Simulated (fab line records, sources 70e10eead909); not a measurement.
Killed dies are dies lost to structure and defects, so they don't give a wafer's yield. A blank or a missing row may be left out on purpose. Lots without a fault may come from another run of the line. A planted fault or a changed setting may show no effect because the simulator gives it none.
Chamber matching | flow nand_harc | NHARC_P_M0_PRE_CLEAN_31 on pecvd-04: 3 sister chambers
The step time 12 s. 14 wafers are shown with their chamber, then 7 later ones without.

WAFERS WITH THEIR CHAMBER
wafer  | chamber | heater_power_w (W)
L078.2 | 1       | 737
L078.4 | 1       | 730
L078.5 | 2       | 774
L077.2 | 0       | 491
L077.3 | 1       | 745
L077.4 | 2       | 676
L085.1 | 1       | 812
L085.3 | 2       | 659
L085.4 | 0       | 512
L087.1 | 2       | 726
L087.2 | 1       | 760
L087.3 | 0       | 496
L088.2 | 1       | 833
L088.3 | 2       | 749

SIGNATURES (means of the wafers above)
reading        | chamber 0 | chamber 1 | chamber 2 | scatter within a chamber
heater_power_w | 499.67    | 769.50    | 716.80    | 41.3
Rule: a wafer's distance from a chamber is the root of the sum, over the readings, of the square of ((its reading less the chamber's mean) divided by the reading's scatter). The wafer belongs to the nearest chamber; if the next one is less than 2 further off, it can't be placed. The scatter: the root of (the sum of the squares of (reading less its chamber's mean) over the shown wafers, divided by (wafers less chambers)).

WAFERS WITHOUT THEIR CHAMBER
wafer  | heater_power_w (W)
L088.6 | 540
L093.2 | 509
L093.3 | 860
L093.5 | 830
L097.1 | 741
L097.4 | 656
L097.6 | 561

WHICH CHAMBER EACH WENT THROUGH
wafer  | from the rows above     | in truth
L088.6 | 0                       | 0
L093.2 | 0                       | 0
L093.3 | can't be placed: 1 or 2 | 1
L093.5 | can't be placed: 1 or 2 | 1
L097.1 | can't be placed: 2 or 1 | 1
L097.4 | can't be placed: 2 or 1 | 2
L097.6 | 0                       | 0
Placed correctly: 3 of 7. Can't be placed from these rows: 4 (the true chamber is among the candidates in 4). Placed wrongly: 0.
